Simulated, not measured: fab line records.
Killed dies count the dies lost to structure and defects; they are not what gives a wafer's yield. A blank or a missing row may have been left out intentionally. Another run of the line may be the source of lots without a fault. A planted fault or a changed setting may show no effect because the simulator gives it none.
Split-lot study :: flow n5Finfet :: route with 1938 steps; 7 lots, 39 wafers read

## THE SPLIT
At N5_DUMMY_GATE_ETCH_31 (etches SiO2 in C4F6/O2, target depth 82.5 nm, time 27.5 s), the setting targetDepthA was moved away from the recipe's 825 angstrom on 15 of the 39 wafers read, by -11.7% to +9.2%. All remaining wafers had this setting at the recipe value.

Reading taken at the split's own step.

## THE READING
etch.depthNm (the simulator's own value, which no gauge read), in nm, at N5_DUMMY_GATE_ETCH_31 (etches SiO2 in C4F6/O2, target depth 82.5 nm, time 27.5 s). There is no usual value for it anywhere in the file. The 24 wafers here that ran the recipe average 81.39 nm, standard deviation 1.7 nm.

wafer: L075.1
tool, chamber at the split: rieDiel-03, 1
targetDepthA as run, angstrom: 825
against the recipe: recipe
etch.depthNm, nm: 80.04
against lot-mates on the recipe: -

wafer: L075.2
tool, chamber at the split: rieDiel-03, 3
targetDepthA as run, angstrom: 825
against the recipe: recipe
etch.depthNm, nm: 80.23
against lot-mates on the recipe: -

wafer: L075.3
tool, chamber at the split: rieDiel-03, 0
targetDepthA as run, angstrom: 825
against the recipe: recipe
etch.depthNm, nm: 81.83
against lot-mates on the recipe: -

wafer: L075.4
tool, chamber at the split: rieDiel-03, 2
targetDepthA as run, angstrom: 825
against the recipe: recipe
etch.depthNm, nm: 85.14
against lot-mates on the recipe: -

wafer: L075.5
tool, chamber at the split: rieDiel-03, 0
targetDepthA as run, angstrom: 825
against the recipe: recipe
etch.depthNm, nm: 82.15
against lot-mates on the recipe: -

wafer: L075.6
tool, chamber at the split: rieDiel-03, 1
targetDepthA as run, angstrom: 825
against the recipe: recipe
etch.depthNm, nm: 80.26
against lot-mates on the recipe: -

wafer: L077.1
tool, chamber at the split: rieDiel-06, 1
targetDepthA as run, angstrom: 825
against the recipe: recipe
etch.depthNm, nm: 79.35
against lot-mates on the recipe: -

wafer: L077.2
tool, chamber at the split: rieDiel-06, 0
targetDepthA as run, angstrom: 825
against the recipe: recipe
etch.depthNm, nm: 81.3
against lot-mates on the recipe: -

wafer: L077.3
tool, chamber at the split: rieDiel-06, 3
targetDepthA as run, angstrom: 748.1
against the recipe: -9.3%
etch.depthNm, nm: 73.05
against lot-mates on the recipe: -7.39

wafer: L077.4
tool, chamber at the split: rieDiel-06, 0
targetDepthA as run, angstrom: 825
against the recipe: recipe
etch.depthNm, nm: 80.67
against lot-mates on the recipe: -

wafer: L077.5
tool, chamber at the split: rieDiel-06, 3
targetDepthA as run, angstrom: 748.1
against the recipe: -9.3%
etch.depthNm, nm: 72.76
against lot-mates on the recipe: -7.68

wafer: L077.6
tool, chamber at the split: rieDiel-06, 1
targetDepthA as run, angstrom: 748.1
against the recipe: -9.3%
etch.depthNm, nm: 72.36
against lot-mates on the recipe: -8.08

wafer: L078.1
tool, chamber at the split: rieDiel-03, 0
targetDepthA as run, angstrom: 825
against the recipe: recipe
etch.depthNm, nm: 80.51
against lot-mates on the recipe: -

wafer: L078.2
tool, chamber at the split: rieDiel-03, 1
targetDepthA as run, angstrom: 728.2
against the recipe: -11.7%
etch.depthNm, nm: 69.74
against lot-mates on the recipe: -11.19

wafer: L078.3
tool, chamber at the split: rieDiel-03, 3
targetDepthA as run, angstrom: 825
against the recipe: recipe
etch.depthNm, nm: 78.32
against lot-mates on the recipe: -

wafer: L078.4
tool, chamber at the split: rieDiel-03, 2
targetDepthA as run, angstrom: 728.2
against the recipe: -11.7%
etch.depthNm, nm: 73.85
against lot-mates on the recipe: -7.08

wafer: L078.5
tool, chamber at the split: rieDiel-03, 1
targetDepthA as run, angstrom: 728.2
against the recipe: -11.7%
etch.depthNm, nm: 69.56
against lot-mates on the recipe: -11.37

wafer: L078.6
tool, chamber at the split: rieDiel-03, 2
targetDepthA as run, angstrom: 825
against the recipe: recipe
etch.depthNm, nm: 83.96
against lot-mates on the recipe: -

wafer: L081.1
tool, chamber at the split: rieDiel-04, 2
targetDepthA as run, angstrom: 825
against the recipe: recipe
etch.depthNm, nm: 83.99
against lot-mates on the recipe: -

wafer: L081.2
tool, chamber at the split: rieDiel-04, 0
targetDepthA as run, angstrom: 825
against the recipe: recipe
etch.depthNm, nm: 80.26
against lot-mates on the recipe: -

wafer: L081.3
tool, chamber at the split: rieDiel-04, 1
targetDepthA as run, angstrom: 856.5
against the recipe: +3.8%
etch.depthNm, nm: 82.01
against lot-mates on the recipe: +0.34

wafer: L081.4
tool, chamber at the split: rieDiel-04, 3
targetDepthA as run, angstrom: 825
against the recipe: recipe
etch.depthNm, nm: 80.76
against lot-mates on the recipe: -

wafer: L081.5
tool, chamber at the split: rieDiel-04, 2
targetDepthA as run, angstrom: 856.5
against the recipe: +3.8%
etch.depthNm, nm: 85.86
against lot-mates on the recipe: +4.19

wafer: L081.6
tool, chamber at the split: rieDiel-04, 3
targetDepthA as run, angstrom: 856.5
against the recipe: +3.8%
etch.depthNm, nm: 83.23
against lot-mates on the recipe: +1.56

wafer: L087.1
tool, chamber at the split: rieDiel-06, 3
targetDepthA as run, angstrom: 825
against the recipe: recipe
etch.depthNm, nm: 80.67
against lot-mates on the recipe: -

wafer: L087.2
tool, chamber at the split: rieDiel-06, 1
targetDepthA as run, angstrom: 900.7
against the recipe: +9.2%
etch.depthNm, nm: 87.4
against lot-mates on the recipe: +5.77

wafer: L087.3
tool, chamber at the split: rieDiel-06, 2
targetDepthA as run, angstrom: 900.7
against the recipe: +9.2%
etch.depthNm, nm: 92.3
against lot-mates on the recipe: +10.67

wafer: L087.4
tool, chamber at the split: rieDiel-06, 0
targetDepthA as run, angstrom: 900.7
against the recipe: +9.2%
etch.depthNm, nm: 89.32
against lot-mates on the recipe: +7.69

wafer: L087.5
tool, chamber at the split: rieDiel-06, 3
targetDepthA as run, angstrom: 825
against the recipe: recipe
etch.depthNm, nm: 80.51
against lot-mates on the recipe: -

wafer: L087.6
tool, chamber at the split: rieDiel-06, 2
targetDepthA as run, angstrom: 825
against the recipe: recipe
etch.depthNm, nm: 83.71
against lot-mates on the recipe: -

wafer: L088.1
tool, chamber at the split: rieDiel-06, 2
targetDepthA as run, angstrom: 857.9
against the recipe: +4.0%
etch.depthNm, nm: 86.95
against lot-mates on the recipe: +6.10

wafer: L088.2
tool, chamber at the split: rieDiel-06, 0
targetDepthA as run, angstrom: 857.9
against the recipe: +4.0%
etch.depthNm, nm: 84.89
against lot-mates on the recipe: +4.04

wafer: L088.3
tool, chamber at the split: rieDiel-06, 3
targetDepthA as run, angstrom: 825
against the recipe: recipe
etch.depthNm, nm: 80.84
against lot-mates on the recipe: -

wafer: L088.4
tool, chamber at the split: rieDiel-06, 1
targetDepthA as run, angstrom: 825
against the recipe: recipe
etch.depthNm, nm: 80.45
against lot-mates on the recipe: -

wafer: L088.5
tool, chamber at the split: rieDiel-06, 0
targetDepthA as run, angstrom: 825
against the recipe: recipe
etch.depthNm, nm: 81.25
against lot-mates on the recipe: -

wafer: L088.6
tool, chamber at the split: rieDiel-06, 3
targetDepthA as run, angstrom: 857.9
against the recipe: +4.0%
etch.depthNm, nm: 83.83
against lot-mates on the recipe: +2.98

wafer: L089.4
tool, chamber at the split: rieDiel-04, 3
targetDepthA as run, angstrom: 825
against the recipe: recipe
etch.depthNm, nm: 81.18
against lot-mates on the recipe: -

wafer: L089.5
tool, chamber at the split: rieDiel-04, 1
targetDepthA as run, angstrom: 825
against the recipe: recipe
etch.depthNm, nm: 80.83
against lot-mates on the recipe: -

wafer: L089.6
tool, chamber at the split: rieDiel-04, 2
targetDepthA as run, angstrom: 825
against the recipe: recipe
etch.depthNm, nm: 85.19
against lot-mates on the recipe: -

THE FIT
A straight line over all 39 wafers: etch.depthNm changes by +0.89 nm for each +1% of targetDepthA; r = +0.94; the points scatter about the line by 1.7 nm.
The same after taking each lot's own level away (the mean of its wafers on the recipe; 39 wafers): +0.846 nm for each +1%; r = +0.93; scatter 1.7 nm.
According to that fit, moving targetDepthA by its largest amount changes the reading by 9.9 nm.
Measured against the standard deviation above, the lots' own levels, which go from 80.440 to 82.400 nm, span 1.1 times it.
Hence the lot-to-lot level has little effect on the slope; both slopes agree.
Check: -9.67 nm against its lot-mates is what the line predicts for one of the wafers moved furthest among these (-11.7%) when that wafer is left out of the fit. Against them it came out at -11.2 nm.

## FURTHER SPLITS ON THESE WAFERS
Before the reading, these wafers also passed through other splits. Each is held against what the fit with the lots' levels taken away leaves over:
other split on the same wafers: N5_FIN_CUT_ETCH_21 biasW
wafers away from the commonest value: 9
r with etch.depthNm (lot level and that fit taken away): +0.11

## FILE'S OWN FIT
etch.depthNm changes by +0.846 nm for each +1% of targetDepthA, r = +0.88.
